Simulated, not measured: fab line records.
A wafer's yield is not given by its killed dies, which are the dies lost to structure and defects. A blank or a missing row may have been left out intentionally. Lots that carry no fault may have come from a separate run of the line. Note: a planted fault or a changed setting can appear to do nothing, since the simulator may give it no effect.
Matching of chambers || flow n5Finfet || rieDiel-02 running N5_BEOL_M5_DESCUM_33: 4 sister chambers
The step chemistry O2, time 7 s. 20 wafers are shown with their chamber, then 10 later ones without.

EACH WAFER AND ITS CHAMBER
{"wafer": "L075.1", "chamber": 0, "showerheadPlenumPTorr (Torr)": 2.08, "drypumpMotorCurrentA (A)": 5.8, "throttleValvePct (%)": 20.84}
{"wafer": "L075.3", "chamber": 1, "showerheadPlenumPTorr (Torr)": 2.02, "drypumpMotorCurrentA (A)": 5.4, "throttleValvePct (%)": 20.24}
{"wafer": "L075.6", "chamber": 1, "showerheadPlenumPTorr (Torr)": 2.02, "drypumpMotorCurrentA (A)": 5.4, "throttleValvePct (%)": 20.23}
{"wafer": "L074.3", "chamber": 1, "showerheadPlenumPTorr (Torr)": 2.02, "drypumpMotorCurrentA (A)": 5.4, "throttleValvePct (%)": 20.26}
{"wafer": "L074.4", "chamber": 3, "showerheadPlenumPTorr (Torr)": 2.19, "drypumpMotorCurrentA (A)": 5.8, "throttleValvePct (%)": 20.61}
{"wafer": "L074.6", "chamber": 2, "showerheadPlenumPTorr (Torr)": 1.93, "drypumpMotorCurrentA (A)": 5.7, "throttleValvePct (%)": 20.54}
{"wafer": "L077.3", "chamber": 2, "showerheadPlenumPTorr (Torr)": 1.92, "drypumpMotorCurrentA (A)": 5.7, "throttleValvePct (%)": 20.54}
{"wafer": "L077.5", "chamber": 2, "showerheadPlenumPTorr (Torr)": 1.92, "drypumpMotorCurrentA (A)": 5.7, "throttleValvePct (%)": 20.54}
{"wafer": "L077.6", "chamber": 1, "showerheadPlenumPTorr (Torr)": 2.02, "drypumpMotorCurrentA (A)": 5.4, "throttleValvePct (%)": 20.26}
{"wafer": "L079.2", "chamber": 1, "showerheadPlenumPTorr (Torr)": 2.02, "drypumpMotorCurrentA (A)": 5.4, "throttleValvePct (%)": 20.28}
{"wafer": "L079.3", "chamber": 0, "showerheadPlenumPTorr (Torr)": 2.07, "drypumpMotorCurrentA (A)": 5.8, "throttleValvePct (%)": 20.51}
{"wafer": "L079.4", "chamber": 3, "showerheadPlenumPTorr (Torr)": 2.19, "drypumpMotorCurrentA (A)": 5.9, "throttleValvePct (%)": 20.65}
{"wafer": "L078.2", "chamber": 3, "showerheadPlenumPTorr (Torr)": 2.19, "drypumpMotorCurrentA (A)": 5.9, "throttleValvePct (%)": 20.67}
{"wafer": "L078.4", "chamber": 1, "showerheadPlenumPTorr (Torr)": 2.02, "drypumpMotorCurrentA (A)": 5.4, "throttleValvePct (%)": 20.29}
{"wafer": "L078.6", "chamber": 2, "showerheadPlenumPTorr (Torr)": 1.92, "drypumpMotorCurrentA (A)": 5.7, "throttleValvePct (%)": 20.55}
{"wafer": "L083.2", "chamber": 2, "showerheadPlenumPTorr (Torr)": 1.92, "drypumpMotorCurrentA (A)": 5.7, "throttleValvePct (%)": 20.56}
{"wafer": "L083.3", "chamber": 0, "showerheadPlenumPTorr (Torr)": 2.07, "drypumpMotorCurrentA (A)": 5.8, "throttleValvePct (%)": 20.52}
{"wafer": "L083.4", "chamber": 1, "showerheadPlenumPTorr (Torr)": 2.01, "drypumpMotorCurrentA (A)": 5.4, "throttleValvePct (%)": 20.27}
{"wafer": "L084.2", "chamber": 2, "showerheadPlenumPTorr (Torr)": 1.92, "drypumpMotorCurrentA (A)": 5.7, "throttleValvePct (%)": 20.58}
{"wafer": "L084.4", "chamber": 3, "showerheadPlenumPTorr (Torr)": 2.18, "drypumpMotorCurrentA (A)": 5.9, "throttleValvePct (%)": 20.68}

SIGNATURES, as means of the wafers listed above
{"reading": "showerheadPlenumPTorr", "chamber 0": 2.0733, "chamber 1": 2.0186, "chamber 2": 1.9217, "chamber 3": 2.1875, "scatter within a chamber": 0.00441}
{"reading": "drypumpMotorCurrentA", "chamber 0": 5.800, "chamber 1": 5.400, "chamber 2": 5.700, "chamber 3": 5.875, "scatter within a chamber": 0.0217}
{"reading": "throttleValvePct", "chamber 0": 20.6233, "chamber 1": 20.2614, "chamber 2": 20.5517, "chamber 3": 20.6525, "scatter within a chamber": 0.0695}
Rule: for a wafer and a chamber, the distance is found by dividing, reading by reading, the gap between the wafer's reading and the chamber's mean by the reading's scatter, squaring, summing and taking the root. The wafer belongs to the nearest chamber; if the next one is less than 2 further off, it can't be placed. The scatter is the square root of a quotient: the sum, over the shown wafers, of each reading's squared deviation from its chamber's mean, divided by wafers minus chambers.

WAFERS MISSING THEIR CHAMBER
{"wafer": "L084.5", "showerheadPlenumPTorr (Torr)": 1.92, "drypumpMotorCurrentA (A)": 5.7, "throttleValvePct (%)": 20.57}
{"wafer": "L094.2", "showerheadPlenumPTorr (Torr)": 2.18, "drypumpMotorCurrentA (A)": 5.9, "throttleValvePct (%)": 20.70}
{"wafer": "L094.3", "showerheadPlenumPTorr (Torr)": 2.01, "drypumpMotorCurrentA (A)": 5.4, "throttleValvePct (%)": 20.30}
{"wafer": "L094.4", "showerheadPlenumPTorr (Torr)": 1.91, "drypumpMotorCurrentA (A)": 5.7, "throttleValvePct (%)": 20.59}
{"wafer": "L096.2", "showerheadPlenumPTorr (Torr)": 2.18, "drypumpMotorCurrentA (A)": 5.9, "throttleValvePct (%)": 20.70}
{"wafer": "L096.3", "showerheadPlenumPTorr (Torr)": 1.91, "drypumpMotorCurrentA (A)": 5.6, "throttleValvePct (%)": 20.60}
{"wafer": "L096.4", "showerheadPlenumPTorr (Torr)": 2.00, "drypumpMotorCurrentA (A)": 5.4, "throttleValvePct (%)": 20.32}
{"wafer": "L097.1", "showerheadPlenumPTorr (Torr)": 2.00, "drypumpMotorCurrentA (A)": 5.4, "throttleValvePct (%)": 20.31}
{"wafer": "L097.2", "showerheadPlenumPTorr (Torr)": 2.06, "drypumpMotorCurrentA (A)": 5.8, "throttleValvePct (%)": 20.56}
{"wafer": "L097.4", "showerheadPlenumPTorr (Torr)": 1.91, "drypumpMotorCurrentA (A)": 5.6, "throttleValvePct (%)": 20.60}

WHICH CHAMBER EACH WENT THROUGH
{"wafer": "L084.5", "from the rows above": 2, "in truth": 2}
{"wafer": "L094.2", "from the rows above": 3, "in truth": 3}
{"wafer": "L094.3", "from the rows above": 1, "in truth": 1}
{"wafer": "L094.4", "from the rows above": 2, "in truth": 2}
{"wafer": "L096.2", "from the rows above": 3, "in truth": 3}
{"wafer": "L096.3", "from the rows above": 2, "in truth": 2}
{"wafer": "L096.4", "from the rows above": 1, "in truth": 1}
{"wafer": "L097.1", "from the rows above": 1, "in truth": 1}
{"wafer": "L097.2", "from the rows above": 0, "in truth": 0}
{"wafer": "L097.4", "from the rows above": 2, "in truth": 2}
Placed correctly: 10 of 10. Can't be placed from these rows: 0. 0 placed wrongly.
